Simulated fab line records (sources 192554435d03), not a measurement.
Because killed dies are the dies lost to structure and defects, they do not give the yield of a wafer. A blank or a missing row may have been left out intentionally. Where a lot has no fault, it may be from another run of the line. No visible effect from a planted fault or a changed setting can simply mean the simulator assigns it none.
fab line records :: flow n5_finfet
record:
  lots: 7
  wafers: 21
  last_day: 17
route steps=1938 shown GATE_CUT@472
lots that met no fault: from a run of the same line without faults
start_h: hours from the record's first day to the start of the lot's first wafer shown :: wait_h: how many hours have passed since the lot's step before this one :: " repeats the value in the row above :: L1.1+2: one row covering several wafers at once :: - no value, or no start was given :: * or withheld: withheld :: < > ~ a bound
route shown NAME@n: NAME is a module with steps in the file, n the number in the route of the first one :: usual: mean and standard deviation over wafers with no fault :: same: alike in all rows :: chamber/n: place in a boat :: sites: each site's reading :: _std_site: standard deviation of those values :: _edge_site: outer sites' mean less inner sites' :: radius_mm: how far each site lies from the wafer's centre :: mask NAME#n: copy n :: behind: the most recent tool/chamber to have shaped the wafer :: hold: why the lot was held/for how many hours/how that ended :: device: which transistor (n, p or np) failed to switch :: end of line: at the end of the route, the tests of the same wafers :: a step with no rows: only its recipe :: killed: not the wafer's yield, but the dies lost to structure and defects at the first sort :: map: a wafer's dies, marking killed ones x, the rest . and places with no die _
set.NAME: the run value of the setting; set.NAME@STEP: its run value at that earlier step :: model.NAME: the simulator's own value behind a step, which no gauge read
lots seen at some steps along the route; tables by step, rows by wafer
services: a tool's chamber out of use, with start hour (start_h, from the record's first day; less than 0 if before it), hours out, and reason
== steps ==
step: N5_GATE_CUT_SRD_32
recipe:
  time_s: 30
  temp_c: 23
  rinse_liquid: diw
  dry: ipa_marangoni
step: N5_GATE_CUT_SAC_CAP_01
recipe:
  material: SiNx
  target_thk_a: 240
  temp_c: 400
  ald_precursor_family: SiH2I2
  ald_co_reactant: N2/H2-plasma
  pulse_time_s: 1
  ald_cycles: 480
  purge_time_s: 2
  co_reactant_purge_time_s: 2
  pressure_torr: 2
usual:
  heater_power_w: 837/60
  precursor_pulse_height_rel: 0.998/0.021
same:
  ald_cycles: 480
lot.wafer: L795.1
tool: ald_sin-01
chamber: 0
start_h: 98.65
wait_h: 0.2
heater_power_w: 838
precursor_pulse_height_rel: 0.964

lot.wafer: L795.3
tool: ald_sin-01
chamber: 2
start_h: 98.65
wait_h: 0.2
heater_power_w: 914
precursor_pulse_height_rel: 0.978

lot.wafer: L795.4
tool: ald_sin-01
chamber: 3
start_h: 98.65
wait_h: 0.2
heater_power_w: 778
precursor_pulse_height_rel: 0.978

lot.wafer: L800.3
tool: ald_sin-02
chamber: 3
start_h: 130.49
wait_h: 0.0
heater_power_w: 842
precursor_pulse_height_rel: 0.985

lot.wafer: L800.4
tool: ald_sin-02
chamber: 1
start_h: 130.49
wait_h: 0.0
heater_power_w: 814
precursor_pulse_height_rel: 0.998

lot.wafer: L800.6
tool: ald_sin-02
chamber: 1
start_h: 131.58
wait_h: 1.1
heater_power_w: 846
precursor_pulse_height_rel: 1.004

lot.wafer: L801.1
tool: ald_sin-01
chamber: 1
start_h: 138.73
wait_h: 0.0
heater_power_w: 772
precursor_pulse_height_rel: 1.029

lot.wafer: L801.3
tool: ald_sin-01
chamber: 2
start_h: 138.73
wait_h: 0.0
heater_power_w: 920
precursor_pulse_height_rel: 1.008

lot.wafer: L801.4
tool: ald_sin-01
chamber: 3
start_h: 138.73
wait_h: 0.0
heater_power_w: 769
precursor_pulse_height_rel: 0.996

lot.wafer: L802.2
tool: ald_sin-02
chamber: 2
start_h: 145.69
wait_h: 0.0
heater_power_w: 777
precursor_pulse_height_rel: 1.028

lot.wafer: L802.3
tool: ald_sin-02
chamber: 0
start_h: 145.69
wait_h: 0.0
heater_power_w: 910
precursor_pulse_height_rel: 0.972

lot.wafer: L802.4
tool: ald_sin-02
chamber: 3
start_h: 145.69
wait_h: 0.0
heater_power_w: 814
precursor_pulse_height_rel: 0.988

lot.wafer: L804.2
tool: ald_sin-02
chamber: 0
start_h: 155.94
wait_h: 0.3
heater_power_w: 930
precursor_pulse_height_rel: 0.977

lot.wafer: L804.3
tool: ald_sin-02
chamber: 2
start_h: 155.94
wait_h: 0.3
heater_power_w: 773
precursor_pulse_height_rel: 0.988

lot.wafer: L804.4
tool: ald_sin-02
chamber: 3
start_h: 155.94
wait_h: 0.3
heater_power_w: 833
precursor_pulse_height_rel: 1.017

lot.wafer: L807.3
tool: ald_sin-01
chamber: 3
start_h: 173.26
wait_h: 0.7
heater_power_w: 778
precursor_pulse_height_rel: 0.984

lot.wafer: L807.4
tool: ald_sin-01
chamber: 1
start_h: 173.26
wait_h: 0.7
heater_power_w: 780
precursor_pulse_height_rel: 1.002

lot.wafer: L807.6
tool: ald_sin-01
chamber: 3
start_h: 174.35
wait_h: 1.8
heater_power_w: 765
precursor_pulse_height_rel: 1.027

lot.wafer: L811.2
tool: ald_sin-02
chamber: 2
start_h: 199.07
wait_h: 0.0
heater_power_w: 761
precursor_pulse_height_rel: 1.006

lot.wafer: L811.3
tool: ald_sin-02
chamber: 3
start_h: 199.07
wait_h: 0.0
heater_power_w: 813
precursor_pulse_height_rel: 1.005

lot.wafer: L811.6
tool: ald_sin-02
chamber: 3
start_h: 200.16
wait_h: 1.1
heater_power_w: 828
precursor_pulse_height_rel: 1.003
step: N5_GATE_CUT_PECVD_57
recipe:
  material: SiNx
  target_thk_a: 210
  temp_c: 400
  precursor: SiH4/NH3/N2
  pressure_torr: 1.5
  rf_w: 300
usual:
  heater_power_w: 781/60
  showerhead_plenum_p_Torr: 5.18/0.064
  throttle_valve_pct: 40.6/2
lot.wafer: L795.1
tool: pecvd-02
chamber: 1
start_h: 100.85
wait_h: 1.1
heater_power_w: 881
showerhead_plenum_p_Torr: 5.22
throttle_valve_pct: 40.2

lot.wafer: L795.3
tool: pecvd-02
chamber: 0
start_h: 100.85
wait_h: 1.1
heater_power_w: 734
showerhead_plenum_p_Torr: 5.07
throttle_valve_pct: 43.7

lot.wafer: L795.4
tool: pecvd-02
chamber: 0
start_h: 100.85
wait_h: 1.1
heater_power_w: 720
showerhead_plenum_p_Torr: 5.07
throttle_valve_pct: 43.6

lot.wafer: L800.3
tool: pecvd-02
chamber: 1
start_h: 132.69
wait_h: 1.1
heater_power_w: 815
showerhead_plenum_p_Torr: 5.23
throttle_valve_pct: 40.0

lot.wafer: L800.4
tool: pecvd-02
chamber: 1
start_h: 132.69
wait_h: 1.1
heater_power_w: 817
showerhead_plenum_p_Torr: 5.23
throttle_valve_pct: 40.1

lot.wafer: L800.6
tool: pecvd-02
chamber: 0
start_h: 132.69
wait_h: 1.1
heater_power_w: 772
showerhead_plenum_p_Torr: 5.06
throttle_valve_pct: 44.1

lot.wafer: L801.1
tool: pecvd-02
chamber: 0
start_h: 140.92
wait_h: 1.1
heater_power_w: 832
showerhead_plenum_p_Torr: 5.07
throttle_valve_pct: 43.9

lot.wafer: L801.3
tool: pecvd-02
chamber: 1
start_h: 140.92
wait_h: 1.1
heater_power_w: 823
showerhead_plenum_p_Torr: 5.23
throttle_valve_pct: 40.3

lot.wafer: L801.4
tool: pecvd-02
chamber: 0
start_h: 140.92
wait_h: 1.1
heater_power_w: 815
showerhead_plenum_p_Torr: 5.08
throttle_valve_pct: 43.8

lot.wafer: L802.2
tool: pecvd-03
chamber: 1
start_h: 147.88
wait_h: 1.1
heater_power_w: 723
showerhead_plenum_p_Torr: 5.27
throttle_valve_pct: 42.6

lot.wafer: L802.3
tool: pecvd-03
chamber: 2
start_h: 147.88
wait_h: 1.1
heater_power_w: 875
showerhead_plenum_p_Torr: 5.13
throttle_valve_pct: 37.9

lot.wafer: L802.4
tool: pecvd-03
chamber: 1
start_h: 147.88
wait_h: 1.1
heater_power_w: 722
showerhead_plenum_p_Torr: 5.27
throttle_valve_pct: 42.9

lot.wafer: L804.2
tool: pecvd-01
chamber: 0
start_h: 158.13
wait_h: 1.1
heater_power_w: 886
showerhead_plenum_p_Torr: 5.25
throttle_valve_pct: 41.7

lot.wafer: L804.3
tool: pecvd-01
chamber: 2
start_h: 158.13
wait_h: 1.1
heater_power_w: 675
showerhead_plenum_p_Torr: 5.18
throttle_valve_pct: 39.5

lot.wafer: L804.4
tool: pecvd-01
chamber: 2
start_h: 158.13
wait_h: 1.1
heater_power_w: 677
showerhead_plenum_p_Torr: 5.18
throttle_valve_pct: 39.4

lot.wafer: L807.3
tool: pecvd-03
chamber: 2
start_h: 175.45
wait_h: 1.1
heater_power_w: 811
showerhead_plenum_p_Torr: 5.14
throttle_valve_pct: 38.4

lot.wafer: L807.4
tool: pecvd-03
chamber: 1
start_h: 175.45
wait_h: 1.1
heater_power_w: 737
showerhead_plenum_p_Torr: 5.26
throttle_valve_pct: 42.8

lot.wafer: L807.6
tool: pecvd-03
chamber: 0
start_h: 175.45
wait_h: 1.1
heater_power_w: 803
showerhead_plenum_p_Torr: 5.19
throttle_valve_pct: 39.0

lot.wafer: L811.2
tool: pecvd-03
chamber: 1
start_h: 201.26
wait_h: 1.1
heater_power_w: 721
showerhead_plenum_p_Torr: 5.26
throttle_valve_pct: 42.7

lot.wafer: L811.3
tool: pecvd-03
chamber: 2
start_h: 201.26
wait_h: 1.1
heater_power_w: 797
showerhead_plenum_p_Torr: 5.12
throttle_valve_pct: 38.5

lot.wafer: L811.6
tool: pecvd-03
chamber: 0
start_h: 201.26
wait_h: 1.1
heater_power_w: 796
showerhead_plenum_p_Torr: 5.20
throttle_valve_pct: 38.9
step: N5_GATE_CUT_CMP_02
recipe:
  stop_on: SiO2
  t_overpolish_s: 12.7
  post_cmp_clean: alkaline_brush
  down_force_psi: 2.5
  platen_rpm: 51.8
  pad_velocity_m_s: 1.0307
  target_thk_nm: 0
usual:
  head_pressure_psi: 2.500/0.0058
  motor_current_A: 8.8/0.88
  overpolish_run_s: 12.700/0.01
  time_to_endpoint_s: 26.3/2.8
lot.wafer: L795.1
tool: cmp-04
chamber: 1
start_h: 100.92
wait_h: 0.1
head_pressure_psi: 2.497
motor_current_A: 7.3
overpolish_run_s: 12.702
time_to_endpoint_s: 29.3

lot.wafer: L795.3
tool: cmp-04
chamber: 2
start_h: 100.92
wait_h: 0.1
head_pressure_psi: 2.506
motor_current_A: 8.4
overpolish_run_s: 12.698
time_to_endpoint_s: 31.2

lot.wafer: L795.4
tool: cmp-04
chamber: 0
start_h: 100.92
wait_h: 0.1
head_pressure_psi: 2.497
motor_current_A: 9.2
overpolish_run_s: 12.707
time_to_endpoint_s: 31.2

lot.wafer: L800.4
tool: cmp-04
chamber: 3
start_h: 132.80
wait_h: 0.1
head_pressure_psi: 2.499
motor_current_A: 10.0
overpolish_run_s: 12.702
time_to_endpoint_s: 29.0

lot.wafer: L800.3
tool: cmp-04
chamber: 1
start_h: 132.80
wait_h: 0.1
head_pressure_psi: 2.496
motor_current_A: 7.2
overpolish_run_s: 12.705
time_to_endpoint_s: 27.5

lot.wafer: L800.6
tool: cmp-04
chamber: 2
start_h: 132.80
wait_h: 0.1
head_pressure_psi: 2.501
motor_current_A: 8.1
overpolish_run_s: 12.693
time_to_endpoint_s: 31.0

lot.wafer: L801.4
tool: cmp-04
chamber: 1
start_h: 141.03
wait_h: 0.1
head_pressure_psi: 2.497
motor_current_A: 7.2
overpolish_run_s: 12.683
time_to_endpoint_s: 27.0

lot.wafer: L801.1
tool: cmp-04
chamber: 2
start_h: 141.03
wait_h: 0.1
head_pressure_psi: 2.504
motor_current_A: 8.2
overpolish_run_s: 12.705
time_to_endpoint_s: 24.9

lot.wafer: L801.3
tool: cmp-04
chamber: 3
start_h: 141.03
wait_h: 0.1
head_pressure_psi: 2.491
motor_current_A: 9.6
overpolish_run_s: 12.701
time_to_endpoint_s: 27.9

lot.wafer: L802.3
tool: cmp-02
chamber: 2
start_h: 147.99
wait_h: 0.1
head_pressure_psi: 2.497
motor_current_A: 9.1
overpolish_run_s: 12.696
time_to_endpoint_s: 24.6

lot.wafer: L802.4
tool: cmp-02
chamber: 3
start_h: 147.99
wait_h: 0.1
head_pressure_psi: 2.495
motor_current_A: 8.1
overpolish_run_s: 12.677
time_to_endpoint_s: 22.7

lot.wafer: L802.2
tool: cmp-02
chamber: 0
start_h: 147.99
wait_h: 0.1
head_pressure_psi: 2.498
motor_current_A: 8.0
overpolish_run_s: 12.702
time_to_endpoint_s: 23.5

lot.wafer: L804.2
tool: cmp-03
chamber: 3
start_h: 158.22
wait_h: 0.1
head_pressure_psi: 2.503
motor_current_A: 8.8
overpolish_run_s: 12.706
time_to_endpoint_s: 24.8

lot.wafer: L804.3
tool: cmp-03
chamber: 0
start_h: 158.22
wait_h: 0.1
head_pressure_psi: 2.497
motor_current_A: 8.0
overpolish_run_s: 12.684
time_to_endpoint_s: 24.1

lot.wafer: L804.4
tool: cmp-03
chamber: 1
start_h: 158.22
wait_h: 0.1
head_pressure_psi: 2.502
motor_current_A: 8.9
overpolish_run_s: 12.707
time_to_endpoint_s: 26.6

lot.wafer: L807.4
tool: cmp-02
chamber: 3
start_h: 175.57
wait_h: 0.1
head_pressure_psi: 2.493
motor_current_A: 8.9
overpolish_run_s: 12.701
time_to_endpoint_s: 25.4

lot.wafer: L807.3
tool: cmp-02
chamber: 1
start_h: 175.57
wait_h: 0.1
head_pressure_psi: 2.507
motor_current_A: 9.0
overpolish_run_s: 12.691
time_to_endpoint_s: 24.8

lot.wafer: L807.6
tool: cmp-02
chamber: 3
start_h: 175.57
wait_h: 0.1
head_pressure_psi: 2.504
motor_current_A: 8.5
overpolish_run_s: 12.702
time_to_endpoint_s: 25.0

lot.wafer: L811.3
tool: cmp-04
chamber: 3
start_h: 201.34
wait_h: 0.1
head_pressure_psi: 2.488
motor_current_A: 10.1
overpolish_run_s: 12.696
time_to_endpoint_s: 25.8

lot.wafer: L811.2
tool: cmp-04
chamber: 2
start_h: 201.34
wait_h: 0.1
head_pressure_psi: 2.506
motor_current_A: 9.1
overpolish_run_s: 12.706
time_to_endpoint_s: 26.8

lot.wafer: L811.6
tool: cmp-04
chamber: 0
start_h: 201.34
wait_h: 0.1
head_pressure_psi: 2.510
motor_current_A: 9.4
overpolish_run_s: 12.699
time_to_endpoint_s: 27.1
step: N5_GATE_CUT_HM_DEP_46
recipe:
  material: SiO2
  target_thk_a: 1300
  temp_c: 400
  precursor: TEOS/O2
  pressure_torr: 6.5
  rf_w: 900
  teos_flow_sccm: 161.4
  gas: O2
  flow_sccm: 2650
  time_s: 26.6
usual:
  heater_power_w: 579/67
  showerhead_plenum_p_Torr: 8.37/0.035
  throttle_valve_pct: 18.8/0.94
lot.wafer: L795.1
tool: pecvd-01
chamber: 2
start_h: 101.25
wait_h: 0.0
heater_power_w: 536
showerhead_plenum_p_Torr: 8.36
throttle_valve_pct: 18.5

lot.wafer: L795.3
tool: pecvd-01
chamber: 1
start_h: 101.25
wait_h: 0.0
heater_power_w: 619
showerhead_plenum_p_Torr: 8.31
throttle_valve_pct: 17.5

lot.wafer: L795.4
tool: pecvd-01
chamber: 1
start_h: 101.25
wait_h: 0.0
heater_power_w: 624
showerhead_plenum_p_Torr: 8.33
throttle_valve_pct: 17.8

lot.wafer: L800.3
tool: pecvd-03
chamber: 1
start_h: 133.09
wait_h: 0.0
heater_power_w: 442
showerhead_plenum_p_Torr: 8.42
throttle_valve_pct: 19.8

lot.wafer: L800.4
tool: pecvd-03
chamber: 2
start_h: 133.09
wait_h: 0.0
heater_power_w: 579
showerhead_plenum_p_Torr: 8.31
throttle_valve_pct: 17.8

lot.wafer: L800.6
tool: pecvd-03
chamber: 1
start_h: 133.09
wait_h: 0.0
heater_power_w: 466
showerhead_plenum_p_Torr: 8.41
throttle_valve_pct: 19.7

lot.wafer: L801.1
tool: pecvd-01
chamber: 2
start_h: 141.33
wait_h: 0.0
heater_power_w: 592
showerhead_plenum_p_Torr: 8.41
throttle_valve_pct: 18.3

lot.wafer: L801.3
tool: pecvd-01
chamber: 1
start_h: 141.33
wait_h: 0.0
heater_power_w: 536
showerhead_plenum_p_Torr: 8.34
throttle_valve_pct: 17.5

lot.wafer: L801.4
tool: pecvd-01
chamber: 2
start_h: 141.33
wait_h: 0.0
heater_power_w: 566
showerhead_plenum_p_Torr: 8.35
throttle_valve_pct: 18.6

lot.wafer: L802.2
tool: pecvd-01
chamber: 2
start_h: 148.29
wait_h: 0.0
heater_power_w: 475
showerhead_plenum_p_Torr: 8.40
throttle_valve_pct: 18.5

lot.wafer: L802.3
tool: pecvd-01
chamber: 1
start_h: 148.29
wait_h: 0.0
heater_power_w: 536
showerhead_plenum_p_Torr: 8.33
throttle_valve_pct: 18.0

lot.wafer: L802.4
tool: pecvd-01
chamber: 1
start_h: 148.29
wait_h: 0.0
heater_power_w: 546
showerhead_plenum_p_Torr: 8.30
throttle_valve_pct: 17.8

lot.wafer: L804.2
tool: pecvd-03
chamber: 1
start_h: 158.55
wait_h: 0.0
heater_power_w: 457
showerhead_plenum_p_Torr: 8.41
throttle_valve_pct: 20.2

lot.wafer: L804.3
tool: pecvd-03
chamber: 0
start_h: 158.55
wait_h: 0.0
heater_power_w: 480
showerhead_plenum_p_Torr: 8.36
throttle_valve_pct: 18.0

lot.wafer: L804.4
tool: pecvd-03
chamber: 1
start_h: 158.55
wait_h: 0.0
heater_power_w: 455
showerhead_plenum_p_Torr: 8.40
throttle_valve_pct: 20.2

lot.wafer: L807.3
tool: pecvd-03
chamber: 0
start_h: 175.86
wait_h: 0.0
heater_power_w: 495
showerhead_plenum_p_Torr: 8.38
throttle_valve_pct: 18.1

lot.wafer: L807.4
tool: pecvd-03
chamber: 2
start_h: 175.86
wait_h: 0.0
heater_power_w: 614
showerhead_plenum_p_Torr: 8.36
throttle_valve_pct: 17.6

lot.wafer: L807.6
tool: pecvd-03
chamber: 0
start_h: 175.86
wait_h: 0.0
heater_power_w: 519
showerhead_plenum_p_Torr: 8.36
throttle_valve_pct: 18.1

lot.wafer: L811.2
tool: pecvd-01
chamber: 2
start_h: 201.67
wait_h: 0.0
heater_power_w: 527
showerhead_plenum_p_Torr: 8.39
throttle_valve_pct: 18.2

lot.wafer: L811.3
tool: pecvd-01
chamber: 1
start_h: 201.67
wait_h: 0.0
heater_power_w: 629
showerhead_plenum_p_Torr: 8.32
throttle_valve_pct: 18.0

lot.wafer: L811.6
tool: pecvd-01
chamber: 1
start_h: 201.67
wait_h: 0.0
heater_power_w: 619
showerhead_plenum_p_Torr: 8.31
throttle_valve_pct: 17.3
step: N5_GATE_CUT_COAT_34
recipe:
  resist: SOC
  temp_c: 250
  time_s: 60
  spin_rpm: 1500
  resist_thk_nm: 60
step: N5_GATE_CUT_COAT_35
recipe:
  resist: SiARC
  temp_c: 220
  time_s: 60
  spin_rpm: 1500
  resist_thk_nm: 10
step: N5_GATE_CUT_COAT_27
recipe:
  resist: underlayer
  temp_c: 205
  time_s: 60
  spin_rpm: 1500
  resist_thk_nm: 10
step: N5_GATE_CUT_COAT_07
recipe:
  resist: CAR-EUV
  spin_rpm: 1500
  resist_thk_nm: 30
step: N5_GATE_CUT_EBR_09
recipe:
  solvent: PGMEA
  ebr_width_mm: 1.5
step: N5_GATE_CUT_SOFTBAKE_08
recipe:
  temp_c: 110
  time_s: 60
  resist: CAR-EUV
step: N5_GATE_CUT_EXPOSE_10
recipe:
  mask_id: GATE_CUT
  na: 0.33
  source_shape: annular
  sigma_inner: 0.35
  sigma_outer: 0.8
  polarization: unpolarized
  target_cd_nm: 20
  dose_mj: 43.25
usual:
  exposure_dose_mJ_cm2: 43.24/0.046
  focus_offset_nm: -0.1/0.52
lot.wafer: L795.1
tool: euv_scanner-02
chamber: 0
start_h: 101.46
wait_h: -
mask: GATE_CUT#0
exposure_dose_mJ_cm2: 43.24
focus_offset_nm: 0.4

lot.wafer: L795.3
tool: euv_scanner-02
chamber: 0
start_h: 101.46
wait_h: -
mask: GATE_CUT#0
exposure_dose_mJ_cm2: 43.27
focus_offset_nm: -0.6

lot.wafer: L795.4
tool: euv_scanner-02
chamber: 0
start_h: 101.46
wait_h: -
mask: GATE_CUT#0
exposure_dose_mJ_cm2: 43.21
focus_offset_nm: 0.1

lot.wafer: L800.3
tool: euv_scanner-02
chamber: -
start_h: 133.44
wait_h: -
mask: GATE_CUT#0
exposure_dose_mJ_cm2: -
focus_offset_nm: -

lot.wafer: L800.4
tool: euv_scanner-02
chamber: -
start_h: 133.44
wait_h: -
mask: GATE_CUT#0
exposure_dose_mJ_cm2: -
focus_offset_nm: -

lot.wafer: L800.6
tool: euv_scanner-02
chamber: -
start_h: 133.44
wait_h: -
mask: GATE_CUT#0
exposure_dose_mJ_cm2: -
focus_offset_nm: -

lot.wafer: L801.1
tool: euv_scanner-02
chamber: -
start_h: 141.53
wait_h: -
mask: GATE_CUT#0
exposure_dose_mJ_cm2: -
focus_offset_nm: -

lot.wafer: L801.3
tool: euv_scanner-02
chamber: -
start_h: 141.53
wait_h: -
mask: GATE_CUT#0
exposure_dose_mJ_cm2: -
focus_offset_nm: -

lot.wafer: L801.4
tool: euv_scanner-02
chamber: -
start_h: 141.53
wait_h: -
mask: GATE_CUT#0
exposure_dose_mJ_cm2: -
focus_offset_nm: -

lot.wafer: L802.2
tool: euv_scanner-02
chamber: -
start_h: 148.50
wait_h: -
mask: GATE_CUT#0
exposure_dose_mJ_cm2: -
focus_offset_nm: -

lot.wafer: L802.3
tool: euv_scanner-02
chamber: -
start_h: 148.50
wait_h: -
mask: GATE_CUT#0
exposure_dose_mJ_cm2: -
focus_offset_nm: -

lot.wafer: L802.4
tool: euv_scanner-02
chamber: -
start_h: 148.50
wait_h: -
mask: GATE_CUT#0
exposure_dose_mJ_cm2: -
focus_offset_nm: -

lot.wafer: L804.2
tool: euv_scanner-01
chamber: 0
start_h: 158.76
wait_h: -
mask: GATE_CUT#0
exposure_dose_mJ_cm2: 43.30
focus_offset_nm: 0.0

lot.wafer: L804.3
tool: euv_scanner-01
chamber: 0
start_h: 158.76
wait_h: -
mask: GATE_CUT#0
exposure_dose_mJ_cm2: 43.25
focus_offset_nm: 0.3

lot.wafer: L804.4
tool: euv_scanner-01
chamber: 0
start_h: 158.76
wait_h: -
mask: GATE_CUT#0
exposure_dose_mJ_cm2: 43.33
focus_offset_nm: 0.5

lot.wafer: L807.3
tool: euv_scanner-01
chamber: 0
start_h: 176.20
wait_h: -
mask: GATE_CUT#0
exposure_dose_mJ_cm2: 43.27
focus_offset_nm: -0.1

lot.wafer: L807.4
tool: euv_scanner-01
chamber: 0
start_h: 176.20
wait_h: -
mask: GATE_CUT#0
exposure_dose_mJ_cm2: 43.24
focus_offset_nm: 0.0

lot.wafer: L807.6
tool: euv_scanner-01
chamber: 0
start_h: 176.20
wait_h: -
mask: GATE_CUT#0
exposure_dose_mJ_cm2: 43.25
focus_offset_nm: 0.6

lot.wafer: L811.2
tool: euv_scanner-02
chamber: 0
start_h: 201.88
wait_h: -
mask: GATE_CUT#0
exposure_dose_mJ_cm2: 43.23
focus_offset_nm: 0.3

lot.wafer: L811.3
tool: euv_scanner-02
chamber: 0
start_h: 201.88
wait_h: -
mask: GATE_CUT#0
exposure_dose_mJ_cm2: 43.30
focus_offset_nm: 0.6

lot.wafer: L811.6
tool: euv_scanner-02
chamber: 0
start_h: 201.88
wait_h: -
mask: GATE_CUT#0
exposure_dose_mJ_cm2: 43.28
focus_offset_nm: -0.2
step: N5_GATE_CUT_PEB_11
recipe:
  peb_temp_c: 100
  peb_time_s: 60
  resist: CAR-EUV
== services ==
tool: cmp-04
chamber: -
start_h: 84.45
hours: 7.3
kind: pm

tool: euv_scanner-01
chamber: -
start_h: 95.60
hours: 1.0
kind: pm

tool: pecvd-03
chamber: -
start_h: 99.55
hours: 2.8
kind: pm

tool: euv_scanner-02
chamber: -
start_h: 107.83
hours: 7.3
kind: repair

tool: ald_sin-01
chamber: -
start_h: 114.67
hours: 2.8
kind: pm

tool: cmp-02
chamber: -
start_h: 116.34
hours: 7.8
kind: repair

tool: cmp-04
chamber: -
start_h: 142.39
hours: 1.4
kind: repair

tool: cmp-04
chamber: -
start_h: 143.81
hours: 4.8
kind: pm

tool: pecvd-01
chamber: -
start_h: 145.77
hours: 0.4
kind: repair

tool: euv_scanner-01
chamber: -
start_h: 151.75
hours: 1.0
kind: pm

tool: euv_scanner-02
chamber: -
start_h: 152.05
hours: 0.6
kind: repair

tool: ald_sin-01
chamber: -
start_h: 157.02
hours: 14.6
kind: pm

tool: euv_scanner-02
chamber: -
start_h: 165.59
hours: 1.0
kind: pm

tool: cmp-04
chamber: -
start_h: 167.40
hours: 3.8
kind: repair

tool: pecvd-01
chamber: -
start_h: 167.41
hours: 28.1
kind: pm

tool: euv_scanner-02
chamber: -
start_h: 171.62
hours: 4.6
kind: pm

tool: ald_sin-01
chamber: -
start_h: 176.75
hours: 14.0
kind: pm

tool: cmp-04
chamber: -
start_h: 182.93
hours: 1.8
kind: repair

tool: euv_scanner-02
chamber: -
start_h: 187.13
hours: 0.9
kind: repair

tool: cmp-04
chamber: -
start_h: 188.59
hours: 1.0
kind: repair

tool: pecvd-02
chamber: -
start_h: 193.63
hours: 1.1
kind: repair

tool: ald_sin-01
chamber: 2
start_h: 197.06
hours: 3.2
kind: repair

tool: cmp-04
chamber: -
start_h: 197.14
hours: 0.6
kind: repair

tool: pecvd-03
chamber: -
start_h: 200.41
hours: 0.4
kind: repair
== key ==
first_sign:
  step: N5_GATE_CUT_EXPOSE_10
  reading: tool_record
  direction: missing
effect none on later readings
met_at N5_GATE_CUT_EXPOSE_10
struck_wafers L800.3,L800.4,L800.6,L801.1,L801.3,L801.4,L802.2,L802.3,L802.4
later_rows_left_out L800.3,L800.4,L800.6,L801.1,L801.3,L801.4,L802.2,L802.3,L802.4
sort_left_out L800.3,L800.4,L800.6,L801.1,L801.3,L801.4,L802.2,L802.3,L802.4
onset_between 101.46 133.44
fault:
  kind: skipped_step_whole
  tool: euv_scanner-02
  chamber: -
  onset_h: 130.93
  steps: N5_GATE_CUT_EXPOSE_10
  scope: struck_lots_only
sort_left_out: the simulated sort isn't trusted on such a fault, so these wafers' sort isn't shown, and their yield isn't known
later_rows_left_out: the simulator's readings of these wafers behind a module that went badly wrong aren't trusted and aren't shown, but for the sort
